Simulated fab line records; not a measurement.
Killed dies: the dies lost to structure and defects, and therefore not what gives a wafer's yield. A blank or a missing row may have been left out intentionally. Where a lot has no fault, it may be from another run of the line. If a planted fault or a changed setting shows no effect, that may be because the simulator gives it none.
fab line records    flow n5Finfet
[record] lots = 7  wafers = 21
route steps=1938 shown BEOL_M4@1067 BEOL_M5@1141 BEOL_M6@1236 BEOL_M7@1299 BEOL_M9@1407
startH: start of the lot's first displayed wafer, in hours after the record's first day    waitH: hours since the lot's step before    " identical to the entry in the row above    L1.1+2: a single row standing in for several wafers    - value missing, or start not given    * or withheld: withheld    < > ~ a bound
route shown NAME@n: names a module that has steps shown in the file, with the first one's number in the route    usual: the fault-free wafers' mean and standard deviation    same: alike in all rows    chamber/n: place in a boat    sites: readings site by site    _std_site: standard deviation across them    _edge_site: mean of outer sites minus mean of inner sites    radiusMm: how far each site lies from the wafer's centre    mask NAME#n: copy n    behind: the most recent tool/chamber to have shaped the wafer    hold: why the lot went on hold/how many hours it stayed there/how the hold came to an end    device: whichever transistor did not switch (one of n, p or np)    end of line: the same wafers' tests at the end of the route    a step without rows: its recipe alone    killed: count of dies lost to structure and defects at first sort (not the wafer's yield)    map: a wafer's dies, x killed, . not, _ none there
set.NAME: the setting that was run; set.NAME@STEP: the one run at that earlier step    model.NAME: the simulator's own value behind a step, which no gauge read
lots whose settings were changed on purpose; a table a step, a row a wafer
[[steps]]
[step N5_BEOL_M4_VIA_ETCH_34]
[recipe] chemistry = C4F6/O2  targetDepthA = 694  maskMaterial = SOC  pressureMtorr = 15  ionEnergyEv = 250  taperDeg = 4  timeS = 65.9  sourceW = 350  biasW = 170  Ar_flow_sccm = 300  C4F6_flow_sccm = 10  O2_flow_sccm = 10
[usual] rfVppV = 662/11
lot.wafer  tool        chamber  startH  waitH  set.sourceW  rfVppV  model.etch.depthNm  model.SOC_of_BEOL_M4_COAT_67.thkNm
L075.2     rieDiel-03  0        162.92  0.0    288          724     65.56               52.2
L075.3     "           3        "       "      350          643     68.88               51.6
L075.4     "           2        "       "      288          727     65.52               52.4
L077.3     rieDiel-03  2        170.78  0.0    350          659     70.34               51.8
L077.4     "           1        "       "      309.1        714     65.07               52.6
L077.6     "           1        "       "      309.1        714     65.64               52.4
L080.3     rieDiel-03  1        191.73  0.0    325.7        696     67.47               52
L080.4     "           2        "       "      350          661     70.4                51.4
L080.6     "           1        "       "      350          673     69.08               51.6
L084.1     rieDiel-04  0        231.88  0.0    330.4        676     67.47               52.4
L084.3     "           1        "       "      350          678     70.04               52
L084.5     "           1        "       "      330.4        696     68.33               52
L092.1     rieDiel-04  1        275.62  0.0    315.4        714     67.13               52
L092.3     "           2        "       "      350          678     70.68               51.8
L092.6     "           0        "       "      350          658     67.9                51.8
L095.1     rieDiel-01  2        297.80  0.0    350          679     69.73               52
L095.3     "           3        "       "      350          646     69.69               52.2
L095.6     "           1        "       "      350          664     70.75               51.8
L096.2     rieDiel-03  2        297.94  0.0    296.7        716     65.97               52.2
L096.3     "           2        "       "      350          661     70.15               51.6
L096.4     "           1        "       "      296.7        729     64.18               52.2
[step N5_BEOL_M5_COAT_74]
[recipe] resist = underlayer  tempC = 205  timeS = 60  spinRpm = 1500  resistThkNm = 5
lot.wafer   tool           chamber  startH  waitH  set.spinRpm
L075.2+3+4  lithoTrack-05  0        -       -      1500
L077.3+6    lithoTrack-05  0        -       -      1500
L077.4      "              0        "       "      1377
L080.3+4+6  lithoTrack-05  0        -       -      1456
L084.1+5    lithoTrack-01  0        -       -      1500
L084.3      "              0        "       "      1579
L092.1+3    lithoTrack-01  0        -       -      1500
L092.6      "              0        "       "      1370
L095.1+3+6  lithoTrack-02  0        -       -      1500
L096.2+3+4  lithoTrack-05  0        -       -      1500
[step N5_BEOL_M5_EXPOSE_25]
[recipe] maskId = V4  na = 0.33  sourceShape = quasar  sigmaInner = 0.2  sigmaOuter = 0.6  polarization = unpolarized  defocusNm = 10  doseMj = 52.75
lot.wafer   tool           chamber  startH  waitH  mask  set.doseMj
L075.2+4    euvScanner-01  0        170.67  -      V4#0  52.75
L075.3      "              0        "       "      V4#0  48.98
L077.3      euvScanner-01  0        183.68  -      V4#0  55.69
L077.4+6    "              0        "       "      V4#0  52.75
L080.3+4+6  euvScanner-02  0        201.30  -      V4#0  52.75
L084.1+5    euvScanner-01  0        242.71  -      V4#0  52.75
L084.3      "              0        "       "      V4#0  49.68
L092.1+3    euvScanner-01  0        286.67  -      V4#0  55.81
L092.6      "              0        "       "      V4#0  52.75
L095.1+3+6  euvScanner-01  0        306.97  -      V4#0  52.75
L096.2+3    euvScanner-01  0        307.03  -      V4#0  52.75
L096.4      "              0        "       "      V4#0  49.44
[step N5_BEOL_M5_PEB_26]
[recipe] pebTempC = 100  pebTimeS = 60  resist = CAR-EUV
[step N5_BEOL_M5_DEVELOP_27]
[recipe] developTimeS = 30  developer = TMAH  resist = CAR-EUV  rinseLiquid = surfactantRinse  dry = airSpin  devTempC = 23
[step N5_BEOL_M5_CD_MEAS_28]
[recipe] targetCdNm = 30.6  landingEnergyEv = 500  detector = seInlens  targetCdYNm = 20  polarity = opening
[usual] cdNm = 30.58/0.22
lot.wafer  tool      chamber  startH  waitH  set.doseMj@BEOL_M5_EXPOSE_25  cdNm
L075.2     cdSem-02  0        170.80  -      52.75                         30.63
L075.3     "         0        "       "      48.98                         28.76
L075.4     "         0        "       "      52.75                         30.92
L077.3     cdSem-03  0        183.81  -      55.69                         31.91
L077.4     "         0        "       "      52.75                         30.45
L077.6     "         0        "       "      52.75                         31.12
L080.3     cdSem-03  0        201.43  -      52.75                         30.72
L080.4     "         0        "       "      52.75                         30.72
L080.6     "         0        "       "      52.75                         30.19
L084.1     cdSem-01  0        242.84  -      52.75                         30.88
L084.3     "         0        "       "      49.68                         29.05
L084.5     "         0        "       "      52.75                         30.80
L092.1     cdSem-01  0        286.81  -      55.81                         32.08
L092.3     "         0        "       "      55.81                         31.87
L092.6     "         0        "       "      52.75                         30.44
L095.1     cdSem-02  0        307.11  -      52.75                         30.49
L095.3     "         0        "       "      52.75                         30.37
L095.6     "         0        "       "      52.75                         30.23
L096.2     cdSem-02  0        307.16  -      52.75                         30.51
L096.3     "         0        "       "      52.75                         30.52
L096.4     "         0        "       "      49.44                         28.97
[step N5_BEOL_M5_DESCUM_33]
[recipe] chemistry = O2  timeS = 7  sourcePowerW = 50  biasPowerW = 20  pressureMtorr = 20  rfFrequencyHz = 2.712e+07  tempC = 40  resist = CAR-EUV  o2FlowSccm = 225
[step N5_BEOL_M5_ETCH_75]
[recipe] chemistry = N2/H2  target = underlayer  targetDepthA = 65  maskMaterial = CAR-EUV  timeS = 5.2  ionEnergyEv = 200  pressureMtorr = 30  sourceW = 840  biasW = 150  n2FlowSccm = 200  h2FlowSccm = 200  ends = cleared
lot.wafer  tool        chamber  startH  waitH  set.spinRpm@BEOL_M5_COAT_74  set.doseMj@BEOL_M5_EXPOSE_25  model.BEOL_M5.cdNm  model.etch.depthNm
L075.2     rieDiel-05  0        170.96  0.0    1500                         52.75                         28.2                5.015
L075.3     "           1        "       "      1500                         48.98                         26                  5.019
L075.4     "           2        "       "      1500                         52.75                         27.8                5.016
L077.3     rieDiel-02  3        183.96  0.0    1500                         55.69                         29.2                4.994
L077.4     "           0        "       "      1377                         52.75                         27.8                5.202
L077.6     "           3        "       "      1500                         52.75                         28                  4.996
L080.3     rieDiel-05  2        201.58  0.0    1456                         52.75                         28                  5.077
L080.4     "           0        "       "      1456                         52.75                         28.2                5.093
L080.6     "           3        "       "      1456                         52.75                         27.6                5.089
L084.1     rieDiel-02  0        243.33  0.0    1500                         52.75                         27.8                4.984
L084.3     "           2        "       "      1579                         49.68                         26.8                4.853
L084.5     "           0        "       "      1500                         52.75                         27.6                4.964
L092.1     rieDiel-05  2        286.97  0.0    1500                         55.81                         29.8                5.009
L092.3     "           1        "       "      1500                         55.81                         29.4                5.011
L092.6     "           3        "       "      1370                         52.75                         28.2                5.223
L095.1     rieDiel-02  0        307.28  0.0    1500                         52.75                         27.6                5.001
L095.3     "           3        "       "      1500                         52.75                         28                  4.997
L095.6     "           0        "       "      1500                         52.75                         28                  4.999
L096.2     rieDiel-05  2        307.60  0.0    1500                         52.75                         28.2                5.021
L096.3     "           1        "       "      1500                         52.75                         28.2                4.993
L096.4     "           1        "       "      1500                         49.44                         26.6                5.012
[step N5_BEOL_M5_ETCH_67]
[recipe] chemistry = CF4  target = SiARC  targetDepthA = 156  maskMaterial = CAR-EUV  timeS = 26  ionEnergyEv = 80  pressureMtorr = 40  sourceW = 545  biasW = 36  Ar_flow_sccm = 100  cf4FlowSccm = 100  ends = cleared
[step N5_BEOL_M5_ETCH_68]
[recipe] chemistry = N2/H2  target = SOC  targetDepthA = 800  overetchA = 160  maskMaterial = SiARC  tempC = 40  timeS = 120  ionEnergyEv = 200  pressureMtorr = 30  sourceW = 840  biasW = 150  n2FlowSccm = 200  h2FlowSccm = 200
lot.wafer  tool        chamber  startH  waitH  set.doseMj@BEOL_M5_EXPOSE_25  model.BEOL_M5.cdNm
L075.2     rieDiel-05  0        171.00  0.0    52.75                         28.4
L075.3     "           1        "       "      48.98                         25.6
L075.4     "           2        "       "      52.75                         28
L077.3     rieDiel-02  3        184.01  0.0    55.69                         29.4
L077.4+6   "           0,3      "       "      52.75                         28
L080.3     rieDiel-05  2        201.63  0.0    52.75                         28.2
L080.4     "           0        "       "      52.75                         28.4
L080.6     "           3        "       "      52.75                         27.6
L084.1     rieDiel-02  0        243.37  0.0    52.75                         27.8
L084.3     "           2        "       "      49.68                         26.6
L084.5     "           0        "       "      52.75                         27.6
L092.1     rieDiel-05  2        287.01  0.0    55.81                         29.8
L092.3     "           1        "       "      55.81                         29.6
L092.6     "           3        "       "      52.75                         28
L095.1     rieDiel-02  0        307.32  0.0    52.75                         28
L095.3     "           3        "       "      52.75                         28.4
L095.6     "           0        "       "      52.75                         28.2
L096.2     rieDiel-05  2        307.65  0.0    52.75                         28.2
L096.3     "           1        "       "      52.75                         28
L096.4     "           1        "       "      49.44                         26.6
[step N5_BEOL_M5_STRIP_69]
[recipe] chemistry = N2/H2  tempC = 40  n2FlowSccm = 200  h2FlowSccm = 200  rfFrequencyHz = 6e+07
[step N5_BEOL_M5_STRIP_76]
[recipe] chemistry = N2/H2  tempC = 40  n2FlowSccm = 200  h2FlowSccm = 200  rfFrequencyHz = 6e+07
[step N5_BEOL_M5_VIA_ETCH_34]
[recipe] chemistry = C4F6/O2  target = SiCOH_lowk  targetDepthA = 883  maskMaterial = SOC  taperDeg = 4  timeS = 39.2  ionEnergyEv = 250  pressureMtorr = 30  sourceW = 345  biasW = 185  Ar_flow_sccm = 300  C4F6_flow_sccm = 10  O2_flow_sccm = 10
lot.wafer  tool        chamber  startH  waitH  set.doseMj@BEOL_M5_EXPOSE_25  model.BEOL_M5.cdNm
L075.2     rieDiel-05  0        171.10  0.0    52.75                         28.4
L075.3     "           1        "       "      48.98                         25.6
L075.4     "           2        "       "      52.75                         28
L077.3     rieDiel-02  3        184.11  0.0    55.69                         29.4
L077.4     "           0        "       "      52.75                         28
L077.6     "           3        "       "      52.75                         28.2
L080.3     rieDiel-05  2        201.73  0.0    52.75                         28
L080.4     "           0        "       "      52.75                         28.4
L080.6     "           3        "       "      52.75                         27.6
L084.1     rieDiel-02  0        243.47  0.0    52.75                         27.6
L084.3     "           2        "       "      49.68                         26.4
L084.5     "           0        "       "      52.75                         27.4
L092.1     rieDiel-05  2        287.11  0.0    55.81                         29.8
L092.3     "           1        "       "      55.81                         29.6
L092.6     "           3        "       "      52.75                         28
L095.1     rieDiel-02  0        307.42  0.0    52.75                         27.8
L095.3     "           3        "       "      52.75                         28.4
L095.6     "           0        "       "      52.75                         28.2
L096.2+3   rieDiel-05  2,1      307.75  0.0    52.75                         28.2
L096.4     "           1        "       "      49.44                         26.8
[step N5_BEOL_M6_VIA_ETCH_34]
[recipe] chemistry = C4F6/O2  target = SiCOH_lowk  targetDepthA = 1263  maskMaterial = SOC  taperDeg = 4  timeS = 50.9  ionEnergyEv = 250  pressureMtorr = 30  sourceW = 345  biasW = 185  Ar_flow_sccm = 300  C4F6_flow_sccm = 10  O2_flow_sccm = 10
lot.wafer  tool        chamber  startH  waitH  set.timeS  model.etch.depthNm  model.SOC_of_BEOL_M6_COAT_63.thkNm
L075.2     rieDiel-04  1        184.06  0.0    43.88      109.8               55
L075.3     "           0        "       "      50.9       123.4               54.4
L075.4     "           3        "       "      50.9       124.5               54.2
L077.3     rieDiel-01  2        198.01  0.0    50.9       127.4               53.8
L077.4     "           0        "       "      50.9       126.4               54
L077.6     "           1        "       "      50.9       127.3               54
L080.3     rieDiel-03  1        213.83  0.0    57.3       138.6               53
L080.4     "           0        "       "      57.3       138.8               53.2
L080.6     "           1        "       "      50.9       122.8               53.8
L084.1     rieDiel-01  2        256.83  0.0    44.86      113.8               54.4
L084.3     "           3        "       "      44.86      113                 54.4
L084.5     "           2        "       "      50.9       128.1               53.6
L092.1     rieDiel-03  2        301.31  0.0    50.9       125.9               53.8
L092.3     "           1        "       "      54.64      130.9               53.6
L092.6     "           2        "       "      54.64      134.6               53.4
L096.2     rieDiel-03  1        323.39  0.0    50.9       123.4               54
L096.3     "           2        "       "      50.9       127.7               54
L096.4     "           0        "       "      50.9       125                 54
L095.1     rieDiel-03  2        324.08  0.0    50.9       126.8               53.6
L095.3     "           1        "       "      50.9       122.8               53.8
L095.6     "           0        "       "      50.9       124.8               54
[step N5_BEOL_M6_TRENCH_ETCH_37]
[recipe] chemistry = C4F6/O2  targetDepthA = 944.35  target = SiCOH_lowk  timeS = 31.5  ionEnergyEv = 250  pressureMtorr = 30  sourceW = 345  biasW = 185  Ar_flow_sccm = 300  C4F6_flow_sccm = 10  O2_flow_sccm = 10
[usual] rfVppV = 661/13
lot.wafer  tool        chamber  startH  waitH  set.sourceW  rfVppV
L075.2     rieDiel-04  1        -       -      345          678
L075.3     "           0        "       "      294.8        713
L075.4     "           3        "       "      294.8        722
L077.3     rieDiel-01  2        -       -      300.6        730
L077.4     "           0        "       "      300.6        696
L077.6     "           1        "       "      345          662
L080.3     rieDiel-03  1        -       -      298.4        725
L080.4     "           0        "       "      345          658
L080.6     "           1        "       "      345          673
L084.1     rieDiel-01  2        -       -      345          679
L084.3     "           3        "       "      345          647
L084.5     "           2        "       "      345          680
L092.1     rieDiel-03  2        -       -      285.2        729
L092.3     "           1        "       "      345          673
L092.6     "           2        "       "      345          659
L096.2     rieDiel-03  1        -       -      377          643
L096.3     "           2        "       "      345          660
L096.4     "           0        "       "      345          655
L095.1     rieDiel-03  2        -       -      345          658
L095.3     "           1        "       "      345          672
L095.6     "           0        "       "      345          657
[step N5_BEOL_M7_DESCUM_33]
[recipe] chemistry = O2  timeS = 7  sourcePowerW = 50  biasPowerW = 20  pressureMtorr = 20  rfFrequencyHz = 2.712e+07  tempC = 40  resist = CAR-EUV  o2FlowSccm = 225
lot.wafer   tool        chamber  startH  waitH  set.timeS  model.CAR-EUV_of_BEOL_M7_COAT_22.thkNm
L075.2      rieDiel-06  3        195.57  0.4    6.402      26.4
L075.3      "           2        "       "      6.402      26.2
L075.4      "           1        "       "      7          26
L077.3+4+6  rieDiel-02  0,2,1    206.00  0.0    7.973      25.6
L080.3      rieDiel-05  2        221.89  0.8    7.683      25.8
L080.4      "           0        "       "      7.683      25.6
L080.6      "           1        "       "      7          26.2
L084.1+3    rieDiel-02  0,3      267.36  0.2    7.398      26
L084.5      "           3        "       "      7          26.2
L092.1      rieDiel-06  0        307.58  0.3    7          26.2
L092.3+6    "           1,3      "       "      5.438      27
L096.2+3    rieDiel-06  1,3      330.94  0.0    7          26.4
L096.4      "           2        "       "      7          26.2
L095.1+6    rieDiel-06  1        331.34  0.2    7          26.2
L095.3      "           0        "       "      7          26
[step N5_BEOL_M7_ETCH_72]
[recipe] chemistry = N2/H2  target = underlayer  targetDepthA = 65  maskMaterial = CAR-EUV  timeS = 5.2  ionEnergyEv = 200  pressureMtorr = 30  sourceW = 840  biasW = 150  n2FlowSccm = 200  h2FlowSccm = 200  ends = cleared
lot.wafer   tool        chamber  startH  waitH  set.timeS@BEOL_M7_DESCUM_33  model.CAR-EUV_of_BEOL_M7_COAT_22.thkNm
L075.2      rieDiel-06  3        195.60  0.0    6.402                        20.6
L075.3      "           2        "       "      6.402                        20.4
L075.4      "           1        "       "      7                            20.2
L077.3+6    rieDiel-02  0,1      206.04  0.0    7.973                        19.8
L077.4      "           2        "       "      7.973                        20
L080.3+4    rieDiel-05  2,0      221.93  0.0    7.683                        20
L080.6      "           1        "       "      7                            20.4
L084.1+3    rieDiel-02  0,3      267.40  0.0    7.398                        20.2
L084.5      "           3        "       "      7                            20.4
L092.1      rieDiel-06  0        307.61  0.0    7                            20.4
L092.3+6    "           1,3      "       "      5.438                        21.2
L096.2+3    rieDiel-06  1,3      330.97  0.0    7                            20.6
L096.4      "           2        "       "      7                            20.4
L095.1+3+6  rieDiel-06  1,0,1    331.37  0.0    7                            20.4
[step N5_BEOL_M7_VIA_ETCH_34]
[recipe] chemistry = C4F6/O2  target = SiCOH_lowk  targetDepthA = 1255  maskMaterial = SOC  taperDeg = 4  timeS = 50.5  ionEnergyEv = 250  pressureMtorr = 30  sourceW = 345  biasW = 185  Ar_flow_sccm = 300  C4F6_flow_sccm = 10  O2_flow_sccm = 10
[usual] rfVppV = 668/10
lot.wafer  tool        chamber  startH  waitH  set.sourceW  rfVppV
L075.2     rieDiel-06  3        195.75  0.0    345          683
L075.3     "           2        "       "      284          722
L075.4     "           1        "       "      345          669
L077.3     rieDiel-02  0        206.18  0.0    308          696
L077.4     "           2        "       "      345          690
L077.6     "           1        "       "      308          708
L080.3     rieDiel-05  2        222.08  0.0    404.5        614
L080.4     "           0        "       "      345          666
L080.6     "           1        "       "      345          681
L084.1     rieDiel-02  0        267.54  0.0    345          655
L084.3     "           3        "       "      364.6        645
L084.5     "           3        "       "      345          662
L092.1     rieDiel-06  0        307.76  0.0    345          663
L092.3     "           1        "       "      403.2        619
L092.6     "           3        "       "      345          683
L096.2     rieDiel-06  1        331.12  0.0    345          670
L096.3     "           3        "       "      388.4        642
L096.4     "           2        "       "      345          653
L095.1     rieDiel-06  1        331.52  0.0    345          670
L095.3     "           0        "       "      345          665
L095.6     "           1        "       "      345          669
[step N5_BEOL_M9_COAT_60]
[recipe] resist = SiARC  tempC = 220  timeS = 60  spinRpm = 1500  resistThkNm = 30
lot.wafer   tool           chamber  startH  waitH  set.spinRpm  model.SiARC_of_BEOL_M9_COAT_60.thkNm
L075.2+4    lithoTrack-03  0        -       -      1500         30
L075.3      "              0        "       "      1500         29.8
L077.3+4    lithoTrack-01  0        -       -      1567         29.2
L077.6      "              0        "       "      1500         30
L080.3+6    lithoTrack-04  0        -       -      1500         30
L080.4      "              0        "       "      1500         29.8
L084.1      lithoTrack-04  0        -       -      1385         31.4
L084.3+5    "              0        "       "      1385         31.2
L092.1+3    lithoTrack-01  0        -       -      1500         29.8
L092.6      "              0        "       "      1663         28.4
L096.2      lithoTrack-04  0        -       -      1551         29.4
L096.3      "              0        "       "      1551         29.6
L096.4      "              0        "       "      1500         30
L095.1+3+6  lithoTrack-01  0        -       -      1500         30
[step N5_BEOL_M9_COAT_05]
[recipe] resist = CAR-ArF  spinRpm = 1500  resistThkNm = 90
[step N5_BEOL_M9_EBR_07]
[recipe] solvent = PGMEA  ebrWidthMm = 1.5
[step N5_BEOL_M9_DESCUM_16]
[recipe] chemistry = O2  timeS = 7.9  sourcePowerW = 50  biasPowerW = 20  pressureMtorr = 20  rfFrequencyHz = 2.712e+07  tempC = 40  resist = CAR-ArF  o2FlowSccm = 225
[step N5_BEOL_M9_ETCH_61]
[recipe] chemistry = CF4  target = SiARC  targetDepthA = 390  maskMaterial = CAR-ArF  timeS = 65  ionEnergyEv = 80  pressureMtorr = 40  sourceW = 545  biasW = 36  Ar_flow_sccm = 100  cf4FlowSccm = 100  ends = cleared
lot.wafer  tool        chamber  startH  waitH  set.spinRpm@BEOL_M9_COAT_60  model.etch.depthNm  model.CAR-ArF_of_BEOL_M9_COAT_05.thkNm
L075.2     rieDiel-05  0        208.07  0.0    1500                         29.95               55.2
L075.3     "           1        "       "      1500                         29.87               55.2
L075.4     "           2        "       "      1500                         29.99               55
L077.3     rieDiel-02  0        218.52  0.0    1567                         29.21               56
L077.4     "           2        "       "      1567                         29.16               56.2
L077.6     "           1        "       "      1500                         29.93               55.4
L080.3     rieDiel-05  2        236.12  0.0    1500                         29.98               56.2
L080.4     "           0        "       "      1500                         29.88               56
L080.6     "           2        "       "      1500                         29.96               56
L084.1     rieDiel-02  1        280.94  0.0    1385                         31.31               54
L084.3     "           0        "       "      1385                         31.24               54.2
L084.5     "           3        "       "      1385                         31.21               54.4
L092.1     rieDiel-02  2        326.73  0.0    1500                         29.88               55
L092.3     "           1        "       "      1500                         29.86               54.8
L092.6     "           3        "       "      1663                         28.44               56.2
L096.2     rieDiel-02  3        344.40  0.0    1551                         29.48               56.2
L096.3     "           2        "       "      1551                         29.51               56.4
L096.4     "           0        "       "      1500                         30                  55.4
L095.1     rieDiel-05  1        344.58  0.0    1500                         29.94               55.2
L095.3     "           2        "       "      1500                         29.95               55
L095.6     "           0        "       "      1500                         29.98               55
[step N5_BEOL_M9_ETCH_62]
[recipe] chemistry = N2/H2  target = SOC  targetDepthA = 1100  overetchA = 220  maskMaterial = SiARC  tempC = 40  timeS = 165  ionEnergyEv = 200  pressureMtorr = 30  sourceW = 840  biasW = 150  n2FlowSccm = 200  h2FlowSccm = 200
[usual] rfVppV = 526.0/2.5
lot.wafer  tool        chamber  startH  waitH  set.sourceW  rfVppV
L075.2     rieDiel-05  0        208.12  0.0    840          520.9
L075.3     "           1        "       "      840          524.4
L075.4     "           2        "       "      840          525.3
L077.3     rieDiel-02  0        218.57  0.0    840          525.6
L077.4     "           2        "       "      840          527.7
L077.6     "           1        "       "      840          528.9
L080.3     rieDiel-05  2        236.17  0.0    693.2        561.6
L080.4     "           0        "       "      840          521.5
L080.6     "           2        "       "      693.2        561.0
L084.1     rieDiel-02  1        280.99  0.0    750.3        548.8
L084.3     "           0        "       "      840          526.6
L084.5     "           3        "       "      840          527.3
L092.1     rieDiel-02  2        326.78  0.0    731.7        553.6
L092.3     "           1        "       "      840          528.1
L092.6     "           3        "       "      840          528.0
L096.2     rieDiel-02  3        344.45  0.0    840          525.8
L096.3     "           2        "       "      840          529.4
L096.4     "           0        "       "      840          526.7
L095.1     rieDiel-05  1        344.63  0.0    840          523.5
L095.3     "           2        "       "      840          526.2
L095.6     "           0        "       "      840          528.5
[[key]]
[split] step = N5_BEOL_M4_VIA_ETCH_34  setting = sourceW  stated = 350  by = wafer
[response] step = N5_BEOL_M4_VIA_ETCH_34  reading = rfVppV  change = -4.36  per = 1%  r = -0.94
[response] step = N5_BEOL_M4_VIA_ETCH_34  reading = model.etch.depthNm  change = +0.283  per = 1%  r = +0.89
[response] step = N5_BEOL_M4_VIA_ETCH_34  reading = model.SOC_of_BEOL_M4_COAT_67.thkNm  change = -0.0422  per = 1%  r = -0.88
[split] step = N5_BEOL_M5_COAT_74  setting = spinRpm  stated = 1500  by = wafer
[response] step = N5_BEOL_M5_ETCH_75  reading = model.etch.depthNm  change = -0.0246  per = 1%  r = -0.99
[split] step = N5_BEOL_M5_EXPOSE_25  setting = doseMj  stated = 52.75  by = wafer
[response] step = N5_BEOL_M5_CD_MEAS_28  reading = cdNm  change = +0.263  per = 1%  r = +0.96
[response] step = N5_BEOL_M5_ETCH_75  reading = model.BEOL_M5.cdNm  change = +0.238  per = 1%  r = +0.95
[response] step = N5_BEOL_M5_ETCH_68  reading = model.BEOL_M5.cdNm  change = +0.275  per = 1%  r = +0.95
[response] step = N5_BEOL_M5_VIA_ETCH_34  reading = model.BEOL_M5.cdNm  change = +0.269  per = 1%  r = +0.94
[split] step = N5_BEOL_M6_VIA_ETCH_34  setting = timeS  stated = 50.9  by = wafer
[response] step = N5_BEOL_M6_VIA_ETCH_34  reading = model.etch.depthNm  change = +1.14  per = 1%  r = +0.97
[response] step = N5_BEOL_M6_VIA_ETCH_34  reading = model.SOC_of_BEOL_M6_COAT_63.thkNm  change = -0.0555  per = 1%  r = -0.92
[split] step = N5_BEOL_M6_TRENCH_ETCH_37  setting = sourceW  stated = 345  by = wafer
[response] step = N5_BEOL_M6_TRENCH_ETCH_37  reading = rfVppV  change = -3.43  per = 1%  r = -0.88
[split] step = N5_BEOL_M7_DESCUM_33  setting = timeS  stated = 7  by = wafer
[response] step = N5_BEOL_M7_DESCUM_33  reading = model.CAR-EUV_of_BEOL_M7_COAT_22.thkNm  change = -0.0378  per = 1%  r = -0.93
[response] step = N5_BEOL_M7_ETCH_72  reading = model.CAR-EUV_of_BEOL_M7_COAT_22.thkNm  change = -0.0364  per = 1%  r = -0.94
[split] step = N5_BEOL_M7_VIA_ETCH_34  setting = sourceW  stated = 345  by = wafer
[response] step = N5_BEOL_M7_VIA_ETCH_34  reading = rfVppV  change = -2.68  per = 1%  r = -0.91
[split] step = N5_BEOL_M9_COAT_60  setting = spinRpm  stated = 1500  by = wafer
[response] step = N5_BEOL_M9_COAT_60  reading = model.SiARC_of_BEOL_M9_COAT_60.thkNm  change = -0.137  per = 1%  r = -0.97
[response] step = N5_BEOL_M9_ETCH_61  reading = model.etch.depthNm  change = -0.138  per = 1%  r = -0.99
[response] step = N5_BEOL_M9_ETCH_61  reading = model.CAR-ArF_of_BEOL_M9_COAT_05.thkNm  change = +0.136  per = 1%  r = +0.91
[split] step = N5_BEOL_M9_ETCH_62  setting = sourceW  stated = 840  by = wafer
[response] step = N5_BEOL_M9_ETCH_62  reading = rfVppV  change = -2.15  per = 1%  r = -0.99
